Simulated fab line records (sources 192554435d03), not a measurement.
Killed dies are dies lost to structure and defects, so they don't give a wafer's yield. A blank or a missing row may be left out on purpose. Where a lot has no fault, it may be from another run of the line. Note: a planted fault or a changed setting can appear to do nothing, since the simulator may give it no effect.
Lot-split experiment ; flow n5Finfet ; route with 1938 steps; 7 lots, 39 wafers read

== THE SPLIT ==
At N5_DUMMY_GATE_ETCH_37 (etches SOC in N2/H2, target depth 60 nm, overetch 30 nm), the setting sourceW was moved away from the recipe's 840 W on 15 of the 39 wafers read, by -10.0% to +11.1%. For the rest of the wafers, this setting stayed at what the recipe calls for.

The split's own step is where the reading is taken.

== THE READING ==
rfVppV, in V, at N5_DUMMY_GATE_ETCH_37 (etches SOC in N2/H2, target depth 60 nm, overetch 30 nm). On this fab line, fault-free wafers typically give 524 V with a standard deviation of 3.1 V.

wafer;tool, chamber at the split;sourceW as run, W;against the recipe;rfVppV, V;against lot-mates on the recipe
L076.1;rieDiel-01, 1;756.4;-10.0%;538;+14
L076.2;rieDiel-01, 2;840;recipe;527;-
L076.3;rieDiel-01, 3;756.4;-10.0%;544;+20
L076.4;rieDiel-01, 0;840;recipe;525;-
L076.5;rieDiel-01, 1;840;recipe;519;-
L076.6;rieDiel-01, 2;756.4;-10.0%;545;+21
L080.1;rieDiel-03, 0;840;recipe;526;-
L080.2;rieDiel-03, 2;793.9;-5.5%;536;+12
L080.3;rieDiel-03, 3;840;recipe;518;-
L080.4;rieDiel-03, 1;793.9;-5.5%;536;+12
L080.5;rieDiel-03, 0;793.9;-5.5%;537;+13
L080.6;rieDiel-03, 1;840;recipe;527;-
L081.1;rieDiel-03, 3;933.6;+11.1%;502;-25
L081.2;rieDiel-03, 1;840;recipe;527;-
L081.3;rieDiel-03, 2;840;recipe;528;-
L081.4;rieDiel-03, 0;840;recipe;526;-
L081.5;rieDiel-03, 0;933.6;+11.1%;508;-19
L081.6;rieDiel-03, 3;933.6;+11.1%;500;-27
L082.1;rieDiel-01, 2;840;recipe;527;-
L082.2;rieDiel-01, 1;840;recipe;529;-
L082.3;rieDiel-01, 0;840;recipe;525;-
L082.4;rieDiel-01, 3;840;recipe;527;-
L082.5;rieDiel-01, 2;840;recipe;527;-
L082.6;rieDiel-01, 3;840;recipe;527;-
L091.1;rieDiel-03, 0;840;recipe;527;-
L091.3;rieDiel-03, 1;840;recipe;525;-
L091.4;rieDiel-03, 2;840;recipe;529;-
L092.1;rieDiel-01, 0;840;recipe;526;-
L092.2;rieDiel-01, 2;783.8;-6.7%;539;+13
L092.3;rieDiel-01, 3;783.8;-6.7%;539;+13
L092.4;rieDiel-01, 1;783.8;-6.7%;539;+13
L092.5;rieDiel-01, 0;840;recipe;527;-
L092.6;rieDiel-01, 3;840;recipe;526;-
L095.1;rieDiel-03, 1;783.6;-6.7%;539;+12
L095.2;rieDiel-03, 0;783.6;-6.7%;538;+11
L095.3;rieDiel-03, 3;783.6;-6.7%;530;+3
L095.4;rieDiel-03, 2;840;recipe;527;-
L095.5;rieDiel-03, 2;840;recipe;528;-
L095.6;rieDiel-03, 1;840;recipe;526;-

FIT RESULTS
A straight line over all 39 wafers: rfVppV changes by -1.84 V for each +1% of sourceW; r = -0.96; the points scatter about the line by 2.9 V.
The same after taking each lot's own level away (the mean of its wafers on the recipe; 39 wafers): -1.95 V for each +1%; r = -0.96; scatter 2.8 V.
That fit puts the effect of the largest move of sourceW on the reading at 22 V.
Across the lots, their own levels run from 523.7 to 527.0 V, a range of 1.1 times the standard deviation given above.
So the lot-to-lot level changes the slope little: the two slopes agree.
Check: -21.5 V against its lot-mates is what the line predicts for one of the wafers moved furthest among these (+11.1%) when that wafer is left out of the fit. Against them it came out at -25 V.
Tool readings at the split's step, against how far the setting was moved: rfVppV r = -0.96.

== THE FILE'S OWN FIT ==
rfVppV changes by -1.91 V for each +1% of sourceW, r = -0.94.
